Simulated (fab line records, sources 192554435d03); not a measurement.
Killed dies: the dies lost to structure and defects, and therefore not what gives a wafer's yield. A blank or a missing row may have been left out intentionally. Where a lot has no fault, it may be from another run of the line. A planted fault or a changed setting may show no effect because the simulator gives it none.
Matching of chambers + flow n5 finfet + N5_BEOL_M9_ETCH_76 on rie diel-02 has 4 sister chambers
The step etches underlayer in N2/H2, target depth 6.5 nm, time 5.2 s. 14 wafers are shown with their chamber, then 7 later ones without.

== EACH WAFER AND ITS CHAMBER ==
| wafer  | chamber | drypump motor current A (A) | showerhead plenum p Torr (Torr) | throttle valve pct (%) |
|--------|---------|-----------------------------|---------------------------------|------------------------|
| L076.1 | 0       | 6.0                         | 2.51                            | 18.36                  |
| L076.3 | 2       | 5.6                         | 2.55                            | 17.67                  |
| L076.5 | 2       | 5.6                         | 2.55                            | 17.67                  |
| L087.3 | 1       | 5.9                         | 2.71                            | 17.56                  |
| L087.5 | 3       | 4.8                         | 2.52                            | 18.16                  |
| L087.6 | 2       | 5.6                         | 2.54                            | 17.70                  |
| L086.1 | 3       | 4.8                         | 2.51                            | 18.16                  |
| L086.3 | 2       | 5.6                         | 2.54                            | 17.75                  |
| L086.4 | 3       | 4.8                         | 2.51                            | 18.15                  |
| L088.1 | 1       | 5.9                         | 2.70                            | 17.54                  |
| L088.2 | 2       | 5.6                         | 2.54                            | 17.71                  |
| L088.3 | 3       | 4.8                         | 2.51                            | 18.14                  |
| L089.1 | 3       | 4.7                         | 2.51                            | 18.19                  |
| L089.4 | 1       | 5.9                         | 2.70                            | 17.59                  |

SIGNATURES, as means of the wafers listed above
| reading                  | chamber 0 | chamber 1 | chamber 2 | chamber 3 | scatter within a chamber |
|--------------------------|-----------|-----------|-----------|-----------|--------------------------|
| drypump motor current A  | 6.000     | 5.900     | 5.600     | 4.780     | 0.0283                   |
| showerhead plenum p Torr | 2.5100    | 2.7033    | 2.5440    | 2.5120    | 0.00516                  |
| throttle valve pct       | 18.3600   | 17.5633   | 17.7000   | 18.1600   | 0.0266                   |
Rule: for each reading, subtract the chamber's mean from the wafer's reading, divide by that reading's scatter and square the result; add these up over the readings and take the root, which gives the wafer's distance from the chamber. If the next closest chamber is less than 2 further off than the closest, the wafer can't be placed; otherwise it belongs to the closest. The scatter: the root of (the sum of the squares of (reading less its chamber's mean) over the shown wafers, divided by (wafers less chambers)).

== WAFERS MISSING THEIR CHAMBER ==
| wafer  | drypump motor current A (A) | showerhead plenum p Torr (Torr) | throttle valve pct (%) |
|--------|-----------------------------|---------------------------------|------------------------|
| L089.6 | 5.6                         | 2.54                            | 17.73                  |
| L094.1 | 4.8                         | 2.51                            | 18.21                  |
| L094.5 | 4.8                         | 2.51                            | 18.17                  |
| L094.6 | 6.0                         | 2.50                            | 17.96                  |
| L097.2 | 5.6                         | 2.53                            | 17.76                  |
| L097.4 | 5.9                         | 2.69                            | 17.60                  |
| L097.6 | 5.6                         | 2.53                            | 17.76                  |

== EACH ONE'S CHAMBER ==
| wafer  | from the rows above | in truth |
|--------|---------------------|----------|
| L089.6 | 2                   | 2        |
| L094.1 | 3                   | 3        |
| L094.5 | 3                   | 3        |
| L094.6 | 0                   | 0        |
| L097.2 | 2                   | 2        |
| L097.4 | 1                   | 1        |
| L097.6 | 2                   | 2        |
Placed correctly: 7 of 7. From these rows, 0 cannot be placed. Wrongly placed: 0.
